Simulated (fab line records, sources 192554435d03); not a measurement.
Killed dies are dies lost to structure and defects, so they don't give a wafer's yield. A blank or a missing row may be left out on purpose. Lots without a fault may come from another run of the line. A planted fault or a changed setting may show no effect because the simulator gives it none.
fab line records | flow n5_finfet
record lots=9 wafers=27 last_day=19
route steps=1938 shown MOL_CONTACT_COAG@578 BEOL_M4@1111
lots that met no fault: from a run of the same line without faults
start_h: hours from the record's first day to the start of the lot's first wafer shown | wait_h: hours since the lot's step before | " the same as in the row above | L1.1+2: a row that stands for several wafers | - no value, or no start given | * or withheld: withheld | < > ~ a bound
route shown NAME@n: a module of which the file shows steps, and the number in the route of the first | usual: mean/standard deviation of fault-free wafers | same: alike in all rows | chamber/n: place in a boat | sites: the reading at each site | _std_site: their standard deviation | _edge_site: outer sites' mean less inner sites' | radius_mm: how far each site lies from the wafer's centre | mask NAME#n: copy n | behind: the tool/chamber that last shaped the wafer | hold: why the lot was held/for how many hours/how that ended | device: the transistor (n, p or np) that didn't switch | end of line: the same wafers' tests at the end of the route | a step without rows: its recipe alone | killed: dies lost to structure and defects at the first sort, not the wafer's yield | map: a wafer's dies, x killed, . not, _ none there
set.NAME: the setting as run; set.NAME@STEP: as run at that earlier step | model.NAME: the simulator's own value behind a step, which no gauge read
steps of the route over a sample of lots; a table a step, a row a wafer
services: from which hour (start_h, from the record's first day; less than 0 if before it) a tool's chamber was out of use, for how many hours, and why
## steps
# step N5_MOL_CONTACT_COAG_ETCH_90
# recipe chemistry=CF4 target=SiARC target_depth_a=130 mask_material=CAR-EUV time_s=21.7 ion_energy_ev=80 pressure_mtorr=40 source_w=545 bias_w=36 Ar_flow_sccm=100 cf4_flow_sccm=100 ends=cleared
# usual drypump_motor_current_A=5.7/0.43 etch_rf_on_time_s=21.6/0.56 mfc_ar_sccm=100.0/0.31 oes_product_au=0.65/0.074 rf_vpp_V=184.2/0.89 showerhead_plenum_p_Torr=2.15/0.036 throttle_valve_pct=15.67/0.2
# columns lot.wafer tool chamber start_h wait_h drypump_motor_current_A etch_rf_on_time_s mfc_ar_sccm oes_product_au rf_hours_counter_h rf_vpp_V showerhead_plenum_p_Torr throttle_valve_pct
L289.2 rie_diel-02 0 107.88 0.0 5.2 21.5 100.0 0.61 204 184.2 2.21 15.93
L289.3 " 3 " " 6.3 21.8 99.9 0.58 250 182.9 2.02 15.95
L289.5 " 0 " " 5.2 21.4 100.5 0.61 - 185.8 2.21 15.94
L290.1 rie_diel-05 3 110.33 0.0 5.3 20.4 99.5 0.82 8 183.7 2.18 15.27
L290.2 " 0 " " 6.2 21.6 100.1 0.63 146 183.9 2.14 15.73
L290.6 " 1 " " 5.4 21.3 99.9 0.66 - 185.4 2.13 15.76
L293.1 rie_diel-05 0 127.24 0.0 6.3 22.0 100.0 0.63 152 183.5 2.13 15.75
L293.3 " 3 " " 5.3 20.6 99.4 0.80 12 184.7 2.18 15.29
L293.6 " 0 " " 6.2 22.0 100.3 0.62 - 183.8 2.13 15.75
L296.1 rie_diel-05 1 152.62 0.0 5.4 20.8 100.3 0.65 164 185.7 2.13 15.81
L296.2 " 0 " " 6.2 21.8 99.9 0.62 161 183.7 2.13 15.77
L296.6 " 3 " " 5.3 20.4 99.9 0.78 - 184.9 2.17 15.32
L298.1 rie_diel-05 1 155.92 0.0 5.4 21.4 99.8 0.64 165 183.7 2.13 15.82
L298.5 " 0 " " 6.2 21.8 100.2 0.62 - 185.0 2.13 15.77
L298.6 " 3 " " 5.3 20.8 99.9 0.78 - 186.0 2.17 15.31
L307.1 rie_diel-05 0 214.65 0.0 6.2 21.9 99.7 0.61 181 184.9 2.12 15.81
L307.3 " 3 " " 5.3 20.8 99.8 0.75 40 186.1 2.17 15.35
L307.5 " 3 " " 5.3 20.9 100.1 0.74 - 181.0 2.17 15.35
L308.1 rie_diel-05 2 215.00 0.0 5.5 22.5 100.2 0.58 228 184.5 2.12 15.73
L308.2 " 0 " " 6.2 22.1 99.8 0.61 181 182.6 2.12 15.81
L308.5 " 2 " " 5.5 22.4 99.6 0.57 - 184.6 2.12 15.73
L309.1 rie_diel-06 0 221.36 0.0 5.8 21.8 100.0 0.74 47 184.2 2.17 15.51
L309.4 " 1 " " 5.7 21.6 99.6 0.72 51 184.1 2.19 15.43
L309.6 " 2 " " 6.3 22.2 100.0 0.59 - 185.3 2.12 15.81
L311.1 rie_diel-05 0 241.89 0.0 6.2 22.0 99.6 0.59 191 184.0 2.12 15.82
L311.3 " 2 " " 5.5 22.4 99.9 0.56 237 184.0 2.12 15.74
L311.6 " 0 " " 6.2 22.2 99.7 0.59 - 184.7 2.12 15.82
# step N5_MOL_CONTACT_COAG_CD_MEAS_137
# recipe target_cd_nm=16
# usual cd_nm=15.9/0.32
# columns lot.wafer tool chamber start_h wait_h cd_nm
L289.2 cd_sem-02 - 108.85 0.0 16.4
L289.3 " - " " 15.7
L289.5 " - " " 15.6
L290.1 cd_sem-02 - 111.10 0.0 15.7
L290.2 " - " " 15.6
L290.6 " - " " 15.4
L293.1 cd_sem-02 - 128.00 0.0 15.9
L293.3 " - " " 16.3
L293.6 " - " " 15.4
L296.1 cd_sem-03 - 153.40 0.0 16.2
L296.2 " - " " 15.8
L296.6 " - " " 16.0
L298.1 cd_sem-03 - 156.68 0.0 16.1
L298.5 " - " " 15.4
L298.6 " - " " 15.8
L307.1 cd_sem-02 - 215.44 0.0 16.2
L307.3 " - " " 16.0
L307.5 " - " " 15.9
L308.1 cd_sem-01 - 215.76 0.0 15.7
L308.2 " - " " 15.3
L308.5 " - " " 15.9
L309.1 cd_sem-03 - 222.15 0.0 15.8
L309.4 " - " " 16.0
L309.6 " - " " 15.7
L311.1 cd_sem-02 - 242.65 0.0 15.9
L311.3 " - " " 15.7
L311.6 " - " " 15.4
# step N5_MOL_CONTACT_COAG_ETCH_65
# recipe chemistry=N2/H2 target=underlayer target_depth_a=130 mask_material=CAR-EUV time_s=10.4 ion_energy_ev=200 pressure_mtorr=30 source_w=840 bias_w=150 n2_flow_sccm=200 h2_flow_sccm=200 ends=cleared
# usual drypump_motor_current_A=5.7/0.45 etch_rf_on_time_s=10.40/0.21 h2_flow_sccm=200.1/0.6 oes_product_au=0.67/0.08 rf_vpp_V=524.5/1.9 showerhead_plenum_p_Torr=2.56/0.063 throttle_valve_pct=17.85/0.17
# columns lot.wafer tool chamber start_h wait_h drypump_motor_current_A etch_rf_on_time_s h2_flow_sccm oes_product_au rf_hours_counter_h rf_vpp_V showerhead_plenum_p_Torr throttle_valve_pct
L289.2 rie_diel-02 3 109.52 0.0 6.3 10.59 198.7 0.57 251 520.2 2.37 17.91
L289.3 " 0 " " 5.2 10.38 201.1 0.61 205 524.9 2.61 18.12
L289.5 " 1 " " 4.9 10.70 200.8 0.61 - 524.2 2.51 17.87
L290.1 rie_diel-02 0 111.70 0.0 5.2 10.23 199.6 0.62 206 526.7 2.61 18.11
L290.2 " 3 " " 6.4 10.58 199.7 0.58 252 521.0 2.37 17.91
L290.6 " 0 " " 5.2 10.43 199.9 0.61 - 525.8 2.61 18.10
L293.1 rie_diel-06 3 128.47 0.0 5.8 10.48 200.0 0.63 160 523.8 2.52 17.78
L293.3 " 0 " " 5.8 10.41 200.2 0.78 19 525.6 2.58 17.81
L293.6 " 2 " " 6.3 10.47 200.1 0.61 - 522.6 2.52 17.87
L296.1 rie_diel-02 3 153.88 0.0 6.4 10.26 200.3 0.83 3 529.1 2.69 17.42
L296.2 " 1 " " 5.0 13.35 198.8 0.53 218 522.4 2.50 17.86
L296.6 " 2 " " 5.8 10.53 200.4 0.73 - 524.3 2.58 17.76
L298.1 rie_diel-02 2 157.18 0.0 5.8 10.56 200.6 0.73 37 524.7 2.58 17.76
L298.5 " 3 " " 6.4 12.98 200.6 0.72 - 528.0 2.69 17.43
L298.6 " 2 " " 5.8 10.55 201.1 0.73 - 526.2 2.58 17.79
L307.1 rie_diel-06 0 215.92 0.0 5.9 10.24 200.4 0.75 44 526.6 2.57 17.87
L307.3 " 1 " " 5.7 10.37 200.1 0.72 48 524.5 2.61 17.75
L307.5 " 0 " " 5.8 10.27 200.4 0.75 - 524.5 2.57 17.86
L308.1 rie_diel-05 0 216.24 0.0 6.2 10.49 199.9 0.60 181 522.8 2.52 18.04
L308.2 " 1 " " 5.4 10.28 199.8 0.63 182 523.6 2.53 18.09
L308.5 " 0 " " 6.2 10.54 200.5 0.61 - 522.4 2.52 18.05
L309.1 rie_diel-02 0 222.75 0.0 5.2 10.33 200.3 0.59 241 527.0 2.60 18.17
L309.4 " 1 " " 5.0 10.60 200.2 0.58 240 523.1 2.49 17.93
L309.6 " 2 " " 5.8 10.59 200.9 0.71 - 525.1 2.57 17.81
L311.1 rie_diel-02 2 243.25 0.0 5.8 10.50 200.0 0.70 66 525.0 2.57 17.83
L311.3 " 3 " " 6.4 10.27 198.7 0.75 39 528.0 2.67 17.49
L311.6 " 0 " " 5.2 10.48 200.8 0.59 - 525.4 2.59 18.19
# step N5_MOL_CONTACT_COAG_ETCH_66
# recipe chemistry=CF4 target=SiARC target_depth_a=130 mask_material=CAR-EUV time_s=21.7 ion_energy_ev=80 pressure_mtorr=40 source_w=545 bias_w=36 Ar_flow_sccm=100 cf4_flow_sccm=100 ends=cleared
# usual drypump_motor_current_A=5.7/0.45 etch_rf_on_time_s=21.7/0.53 mfc_ar_sccm=100.0/0.32 oes_product_au=0.67/0.082 rf_vpp_V=184.2/1 showerhead_plenum_p_Torr=2.16/0.051 throttle_valve_pct=15.63/0.19
# columns lot.wafer tool chamber start_h wait_h drypump_motor_current_A etch_rf_on_time_s mfc_ar_sccm oes_product_au rf_hours_counter_h rf_vpp_V showerhead_plenum_p_Torr throttle_valve_pct
L289.2 rie_diel-02 3 109.54 0.0 6.4 22.5 100.8 0.57 251 182.3 2.02 15.94
L289.3 " 0 " " 5.2 21.7 99.5 0.61 205 185.4 2.21 15.95
L289.5 " 1 " " 4.9 22.6 99.6 0.60 - 183.4 2.12 15.65
L290.1 rie_diel-02 0 111.72 0.0 5.2 21.6 100.2 0.61 206 186.3 2.21 15.96
L290.2 " 3 " " 6.4 22.0 100.2 0.58 252 181.6 2.02 15.94
L290.6 " 0 " " 5.2 21.7 100.4 0.62 - 184.9 2.21 15.95
L293.1 rie_diel-06 3 128.49 0.0 5.8 21.3 100.5 0.64 160 183.4 2.13 15.62
L293.3 " 0 " " 5.8 21.5 99.8 0.78 19 183.8 2.18 15.46
L293.6 " 2 " " 6.3 22.2 99.9 0.60 - 182.2 2.13 15.76
L296.1 rie_diel-02 3 153.90 0.0 6.3 21.4 100.1 0.83 3 186.2 2.27 15.43
L296.2 " 1 " " 5.0 22.6 100.8 0.59 218 183.1 2.11 15.67
L296.6 " 2 " " 5.8 21.4 100.2 0.75 - 185.1 2.18 15.49
L298.1 rie_diel-02 2 157.21 0.0 5.8 21.6 100.2 0.74 37 184.1 2.18 15.48
L298.5 " 3 " " 6.3 21.2 100.2 0.82 - 185.7 2.27 15.42
L298.6 " 2 " " 5.8 21.5 100.2 0.74 - 183.9 2.18 15.48
L307.1 rie_diel-06 0 215.94 0.0 5.8 21.1 100.0 0.75 44 184.6 2.17 15.50
L307.3 " 1 " " 5.7 21.1 100.2 0.73 48 184.3 2.19 15.42
L307.5 " 0 " " 5.8 21.2 100.1 0.75 - 183.5 2.17 15.50
L308.1 rie_diel-05 0 216.26 0.0 6.2 21.7 100.3 0.60 181 183.5 2.12 15.80
L308.2 " 1 " " 5.4 21.1 100.0 0.63 182 183.8 2.12 15.84
L308.5 " 0 " " 6.2 21.7 99.8 0.60 - 183.8 2.12 15.80
L309.1 rie_diel-02 0 222.77 0.0 5.2 21.7 100.4 0.59 241 183.8 2.20 16.01
L309.4 " 1 " " 5.0 22.7 99.6 0.58 240 184.4 2.11 15.72
L309.6 " 2 " " 5.8 21.7 99.9 0.71 - 185.1 2.17 15.52
L311.1 rie_diel-02 2 243.27 0.0 5.8 21.5 100.0 0.71 66 184.3 2.17 15.56
L311.3 " 3 " " 6.3 21.4 99.6 0.76 39 184.8 2.26 15.51
L311.6 " 0 " " 5.2 21.7 100.0 0.58 - 185.6 2.19 16.03
# step N5_BEOL_M4_RC_MEAS_101
# usual DIBL_N=36.0/1.6 DIBL_P=35.8/2 IOFF_N=0.152/0.03 IOFF_P=0.20/0.031 ION_N=670/12 ION_P=459/7.4 SS_N=71.5/0.56 SS_P=73.2/0.64 VT_N=251/3.5 VT_P=-252/3.3
# columns lot.wafer tool chamber start_h wait_h DIBL_N[mV/V] DIBL_P[mV/V] IOFF_N[nA/um] IOFF_P[nA/um] ION_N[uA/um] ION_P[uA/um] SS_N[mV/dec] SS_P[mV/dec] VT_N[mV] VT_P[mV]
L289.2 prober-02 0 203.82 0.2 36.7 35.8 0.154 0.20 674 462 72.0 73.0 251 -253
L289.3 " 0 " " 36.7 35.5 0.141 0.19 657 454 71.0 73.0 254 -254
L289.5 " 0 " " 33.5 31.3 0.101 0.15 650 450 71.0 72.1 255 -256
L290.1 prober-02 0 205.93 0.0 37.0 37.4 0.162 0.21 683 468 70.9 74.1 248 -250
L290.2 " 0 " " 35.3 34.5 0.136 0.17 675 464 71.0 72.6 249 -253
L290.6 " 0 " " 35.9 34.9 0.135 0.18 659 451 70.8 73.1 252 -255
L293.1 prober-01 0 238.45 0.0 33.6 34.2 0.113 0.19 644 456 71.4 72.4 255 -247
L293.3 " 0 " " 36.9 38.5 0.172 0.26 676 473 71.7 73.6 248 -245
L293.6 " 0 " " 34.7 35.2 0.136 0.21 673 473 71.2 72.9 253 -248
L296.1 prober-01 0 245.94 0.0 34.2 33.1 0.111 0.15 654 447 71.0 71.8 257 -257
L296.2 " 0 " " 35.1 34.1 0.124 0.15 647 441 71.6 72.7 255 -255
L296.6 " 0 " " 36.6 36.1 0.150 0.18 663 451 72.1 73.1 251 -256
L298.1 prober-02 0 252.74 0.0 35.8 35.9 0.134 0.17 677 452 71.8 72.7 252 -258
L298.5 " 0 " " 35.1 35.9 0.132 0.18 669 467 71.2 72.4 252 -256
L298.6 " 0 " " 36.3 36.2 0.141 0.17 662 451 71.6 73.2 253 -258
L309.1 prober-02 0 315.94 0.0 35.4 35.1 0.126 0.16 651 441 71.2 72.9 253 -254
L309.4 " 0 " " 35.7 37.0 0.139 0.18 671 461 71.3 73.1 253 -252
L309.6 " 0 " " 38.8 40.0 0.190 0.23 671 449 72.2 74.8 247 -251
L307.1 prober-02 0 317.40 0.0 35.8 34.9 0.155 0.19 680 462 71.8 72.8 249 -252
L307.3 " 0 " " 33.6 31.3 0.109 0.14 653 449 71.5 73.0 257 -256
L307.5 " 0 " " 34.9 33.4 0.135 0.17 674 463 71.9 72.8 250 -253
L308.1 prober-02 0 328.96 0.0 35.5 33.7 0.136 0.21 674 473 70.9 72.8 254 -250
L308.2 " 0 " " 36.1 34.1 0.144 0.21 661 459 71.4 73.5 251 -246
L308.5 " 0 " " 35.4 33.8 0.135 0.20 664 459 71.3 73.4 251 -247
L311.1 prober-02 0 347.34 0.0 34.3 34.4 0.129 0.17 655 454 70.4 72.7 250 -253
L311.3 " 0 " " 31.8 30.1 0.087 0.11 632 435 71.7 71.6 259 -261
L311.6 " 0 " " 33.2 32.1 0.113 0.14 658 449 71.2 72.2 255 -258
## services
# columns tool chamber start_h hours kind
rie_diel-02 2 98.10 16.2 repair
rie_diel-02 3 114.42 - clean
rie_diel-02 3 114.42 - consumable_replace:focus_ring
rie_diel-02 3 114.42 - consumable_replace:showerhead
rie_diel-02 3 114.42 17.7 scheduled_down
rie_diel-02 3 114.42 17.7 vent_cycle
rie_diel-05 3 118.81 5.5 repair
rie_diel-02 0 153.84 5.9 repair
rie_diel-02 1 156.34 5.9 repair
rie_diel-02 0 190.66 4.0 repair
rie_diel-02 2 212.97 7.8 repair
rie_diel-02 0 233.99 1.9 repair
## key
first_sign step=N5_MOL_CONTACT_COAG_ETCH_65 reading=etch_rf_on_time_s direction=up sigmas=13 usual=* struck=*
effect none on later readings
met_at N5_MOL_CONTACT_COAG_ETCH_65
struck_lots L296,L298
struck_wafers L296.2,L298.5
not_acting_at N5_MOL_CONTACT_COAG_ETCH_90,N5_MOL_CONTACT_COAG_CD_MEAS_137,N5_MOL_CONTACT_COAG_ETCH_66
onset_between 111.70 153.88
fault kind=process_parameter_drift tool=rie_diel-02 chamber=- onset_h=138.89 steps=N5_MOL_CONTACT_COAG_ETCH_65 channel=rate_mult offset=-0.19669 shape=step end_h=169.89 scope=struck_wafers_only
